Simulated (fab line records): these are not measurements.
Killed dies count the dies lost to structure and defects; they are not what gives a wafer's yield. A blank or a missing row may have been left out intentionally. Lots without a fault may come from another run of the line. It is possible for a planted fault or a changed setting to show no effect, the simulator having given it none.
Split-lot study | flow n5Finfet | 21 wafers read from 7 lots, route of 1938 steps

## ON THE SPLIT
At N5_BEOL_M0_ETCH_128 (etches SiCN in CF4/N2, target depth 12 nm, overetch 5.1 nm, time 21.4 s), the setting sourceW was moved away from the recipe's 430 W on 10 of the 21 wafers read, by -16.7% to +14.7%. All remaining wafers had this setting at the recipe value.

Reading taken at the split's own step.

## THE READING
rfVppV, in V, at N5_BEOL_M0_ETCH_128 (etches SiCN in CF4/N2, target depth 12 nm, overetch 5.1 nm, time 21.4 s). On this fab line, fault-free wafers typically give 382.0 V with a standard deviation of 1.8 V.

wafer  | tool, chamber at the split | sourceW as run, W | against the recipe | rfVppV, V | against lot-mates on the recipe
L074.3 | rieDiel-05, 0              | 466.5             | +8.5%              | 370.1     | -11.4
L074.4 | rieDiel-05, 2              | 430               | recipe             | 379.0     | -
L074.6 | rieDiel-05, 3              | 430               | recipe             | 384.0     | -
L075.3 | rieDiel-04, 3              | 493.1             | +14.7%             | 363.1     | -21.9
L075.4 | rieDiel-04, 1              | 430               | recipe             | 385.7     | -
L075.6 | rieDiel-04, 0              | 430               | recipe             | 384.4     | -
L082.2 | rieDiel-03, 1              | 396               | -7.9%              | 392.8     | +10.6
L082.3 | rieDiel-03, 2              | 396               | -7.9%              | 395.5     | +13.3
L082.5 | rieDiel-03, 0              | 430               | recipe             | 382.2     | -
L083.1 | rieDiel-03, 1              | 430               | recipe             | 379.9     | -
L083.5 | rieDiel-03, 0              | 430               | recipe             | 381.9     | -
L083.6 | rieDiel-03, 3              | 430               | recipe             | 380.5     | -
L087.3 | rieDiel-04, 1              | 462.4             | +7.5%              | 374.1     | -6.9
L087.4 | rieDiel-04, 3              | 430               | recipe             | 381.0     | -
L087.6 | rieDiel-04, 1              | 462.4             | +7.5%              | 373.9     | -7.1
L091.2 | rieDiel-05, 1              | 378.3             | -12.0%             | 399.8     | +15.6
L091.4 | rieDiel-05, 0              | 378.3             | -12.0%             | 396.7     | +12.5
L091.6 | rieDiel-05, 3              | 430               | recipe             | 384.2     | -
L092.4 | rieDiel-03, 3              | 358.3             | -16.7%             | 404.9     | +23.0
L092.5 | rieDiel-03, 3              | 430               | recipe             | 381.9     | -
L092.6 | rieDiel-03, 2              | 358.3             | -16.7%             | 407.3     | +25.4

THE FIT
A straight line over all 21 wafers: rfVppV changes by -1.36 V for each +1% of sourceW; r = -0.99; the points scatter about the line by 1.9 V.
The same after taking each lot's own level away (the mean of its wafers on the recipe; 21 wafers): -1.35 V for each +1%; r = -0.99; scatter 1.9 V.
On that fit, the largest move of sourceW shifts the reading by 22 V.
From 380.77 to 385.05 V: that is the span of the lots' own levels, equal to 2.4 times the standard deviation above.
The two slopes are in agreement: the lot-to-lot level therefore moves the slope only a little.
Check: +22.7 V against its lot-mates is what the line predicts for one of the wafers moved furthest among these (-16.7%) when that wafer is left out of the fit. Against them it came out at +23 V.
Tool readings at the split's step, against how far the setting was moved: rfVppV r = -0.99.

## THESE WAFERS: OTHER SPLITS
Other splits were also applied to these wafers ahead of the reading. Each is held against what the fit with the lots' levels taken away leaves over:
other split on the same wafers       | wafers away from the commonest value | r with rfVppV (lot level and that fit taken away)
N5_SD_EPI_N_PEB_07 pebTimeS          | 7                                    | -0.43
N5_SDB_COAT_03 spinRpm               | 11                                   | +0.05
N5_MOL_CONTACT_COAG_COAT_34 spinRpm  | 6                                    | -0.10
N5_MOL_CONTACT_COAG_EXPOSE_37 doseMj | 8                                    | -0.45

## FILE'S OWN FIT
rfVppV changes by -1.37 V for each +1% of sourceW, r = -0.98.
